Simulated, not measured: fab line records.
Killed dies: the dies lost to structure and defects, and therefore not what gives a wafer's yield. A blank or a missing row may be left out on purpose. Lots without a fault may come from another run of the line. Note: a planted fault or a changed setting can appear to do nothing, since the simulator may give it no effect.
Chamber matching ; flow n5_finfet ; N5_BEOL_M1_VIA_ETCH_34 on rie_diel-01 has 4 sister chambers
The step etches the open film in C4F6/O2, target depth 67.8 nm, time 64.4 s. 22 wafers are shown with their chamber, then 11 later ones without.

== WAFERS PAIRED WITH THEIR CHAMBERS ==
wafer;chamber;drypump_motor_current_A (A);showerhead_plenum_p_Torr (Torr);rf_vpp_V (V)
L076.2;1;5.2;2.97;655
L076.4;3;6.3;2.88;665
L076.5;1;5.2;2.97;656
L078.2;0;5.9;2.80;650
L078.4;1;5.2;2.97;656
L078.6;2;5.5;2.96;661
L082.1;0;5.9;2.79;650
L082.5;0;5.9;2.79;652
L082.6;1;5.2;2.96;655
L083.2;1;5.2;2.96;655
L083.3;0;5.9;2.79;651
L083.4;2;5.5;2.95;658
L088.3;3;6.4;2.87;667
L088.5;2;5.5;2.95;660
L088.6;1;5.2;2.96;654
L092.2;2;5.5;2.94;659
L092.4;0;5.9;2.79;650
L092.5;1;5.2;2.95;654
L093.2;0;5.9;2.79;650
L093.3;2;5.5;2.94;659
L093.4;3;6.4;2.87;666
L094.2;1;5.2;2.95;655

SIGNATURES, as means of the wafers listed above
reading;chamber 0;chamber 1;chamber 2;chamber 3;scatter within a chamber
drypump_motor_current_A;5.900;5.200;5.500;6.367;0.0192
showerhead_plenum_p_Torr;2.7917;2.9613;2.9480;2.8733;0.00714
rf_vpp_V;650.50;655.00;659.40;666.00;0.904
Rule: for a wafer and a chamber, the distance is found by dividing, reading by reading, the gap between the wafer's reading and the chamber's mean by the reading's scatter, squaring, summing and taking the root. If the next closest chamber is less than 2 further off than the closest, the wafer can't be placed; otherwise it belongs to the closest. The scatter: the root of (the sum of the squares of (reading less its chamber's mean) over the shown wafers, divided by (wafers less chambers)).

== WAFERS WITHOUT THEIR CHAMBER ==
wafer;drypump_motor_current_A (A);showerhead_plenum_p_Torr (Torr);rf_vpp_V (V)
L094.4;6.3;2.87;666
L094.5;5.5;2.94;659
L095.2;5.2;2.95;655
L095.5;5.9;2.78;650
L095.6;5.2;2.95;655
L096.2;5.9;2.78;649
L096.3;6.4;2.86;667
L096.5;6.4;2.86;664
L097.2;6.4;2.86;667
L097.3;5.9;2.78;650
L097.5;5.2;2.94;654

== CHAMBER TAKEN BY EACH ==
wafer;from the rows above;in truth
L094.4;3;3
L094.5;2;2
L095.2;1;1
L095.5;0;0
L095.6;1;1
L096.2;0;0
L096.3;3;3
L096.5;3;3
L097.2;3;3
L097.3;0;0
L097.5;1;1
Placed correctly: 11 of 11. Not placeable from these rows: 0. Number placed wrongly: 0.
